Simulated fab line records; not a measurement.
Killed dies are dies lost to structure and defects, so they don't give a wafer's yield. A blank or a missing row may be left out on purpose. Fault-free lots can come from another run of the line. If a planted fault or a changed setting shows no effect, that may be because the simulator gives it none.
Split-lot experiment | flow n5Finfet | on a route of 1938 steps: 7 lots, 21 wafers read

== THE SPLIT ITSELF ==
At N5_MIM_BOT_ETCH_ETCH_04 (etches SiNx in CF4/O2, target depth 26 nm, time 13 s), the setting timeS was moved away from the recipe's 13 s on 8 of the 21 wafers read, by -13.4% to +11.5%. All remaining wafers had this setting at the recipe value.

Reading taken at the split's own step.

== THE READING ==
etch.depthNm (the simulator's own value, which no gauge read), in nm, at N5_MIM_BOT_ETCH_ETCH_04 (etches SiNx in CF4/O2, target depth 26 nm, time 13 s). There is no usual value for it anywhere in the file. The 13 wafers here that ran the recipe average 26.16 nm, standard deviation 0.36 nm.

wafer  | tool, chamber at the split | timeS as run, s | against the recipe | etch.depthNm, nm | against lot-mates on the recipe
L075.1 | rieDiel-04, 3              | 11.85           | -8.8%              | 23.48            | -1.94
L075.2 | rieDiel-04, 1              | 13              | recipe             | 25.42            | -
L075.3 | rieDiel-04, 2              | 11.85           | -8.8%              | 23.7             | -1.72
L076.3 | rieDiel-02, 0              | 13              | recipe             | 26.3             | -
L076.4 | rieDiel-02, 2              | 11.26           | -13.4%             | 22.35            | -3.95
L076.5 | rieDiel-02, 0              | 11.26           | -13.4%             | 22.87            | -3.43
L087.1 | rieDiel-02, 1              | 13              | recipe             | 26.25            | -
L087.5 | rieDiel-02, 3              | 13              | recipe             | 26.34            | -
L087.6 | rieDiel-02, 2              | 11.35           | -12.7%             | 22.4             | -3.90
L090.2 | rieDiel-04, 3              | 13              | recipe             | 25.95            | -
L090.5 | rieDiel-04, 3              | 12.1            | -6.9%              | 23.99            | -2.24
L090.6 | rieDiel-04, 0              | 13              | recipe             | 26.51            | -
L092.2 | rieDiel-02, 0              | 13              | recipe             | 26.18            | -
L092.3 | rieDiel-02, 1              | 14.5            | +11.5%             | 28.93            | +2.75
L092.6 | rieDiel-02, 1              | 14.5            | +11.5%             | 28.81            | +2.63
L093.1 | rieDiel-02, 0              | 13              | recipe             | 26.54            | -
L093.2 | rieDiel-02, 1              | 13              | recipe             | 26.24            | -
L093.6 | rieDiel-02, 3              | 13              | recipe             | 26.59            | -
L094.2 | rieDiel-01, 1              | 13              | recipe             | 25.89            | -
L094.4 | rieDiel-01, 0              | 13              | recipe             | 25.48            | -
L094.6 | rieDiel-01, 3              | 13              | recipe             | 26.45            | -

FIT RESULTS
A straight line over all 21 wafers: etch.depthNm changes by +0.265 nm for each +1% of timeS; r = +0.98; the points scatter about the line by 0.35 nm.
The same after taking each lot's own level away (the mean of its wafers on the recipe; 21 wafers): +0.258 nm for each +1%; r = +0.98; scatter 0.33 nm.
On that fit, the largest move of timeS shifts the reading by 3.5 nm.
From 25.420 to 26.457 nm: that is the span of the lots' own levels, equal to 2.8 times the standard deviation above.
The two slopes agree, so the slope changes little with the lot-to-lot level.
Check: -3.41 nm against its lot-mates is what the line predicts for one of the wafers moved furthest among these (-13.4%) when that wafer is left out of the fit. It came out at -3.95 nm against them.

== FURTHER SPLITS ON THESE WAFERS ==
Note: prior to the reading, these wafers also went through further splits. Each is held against what the fit with the lots' levels taken away leaves over:
other split on the same wafers | wafers away from the commonest value | r with etch.depthNm (lot level and that fit taken away)
N5_BEOL_M13_COAT_04 spinRpm    | 7                                    | +0.05
N5_BEOL_M14_DEP_53 timeS       | 6                                    | +0.43
N5_BEOL_M15_ILD_DEP_00 timeS   | 4                                    | +0.35
N5_MIM_BOT_SPUTTER_00 timeS    | 6                                    | -0.10
N5_MIM_TOP_SPUTTER_03 powerW   | 4                                    | +0.40

== FILE'S OWN FIT ==
etch.depthNm changes by +0.269 nm for each +1% of timeS, r = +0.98.
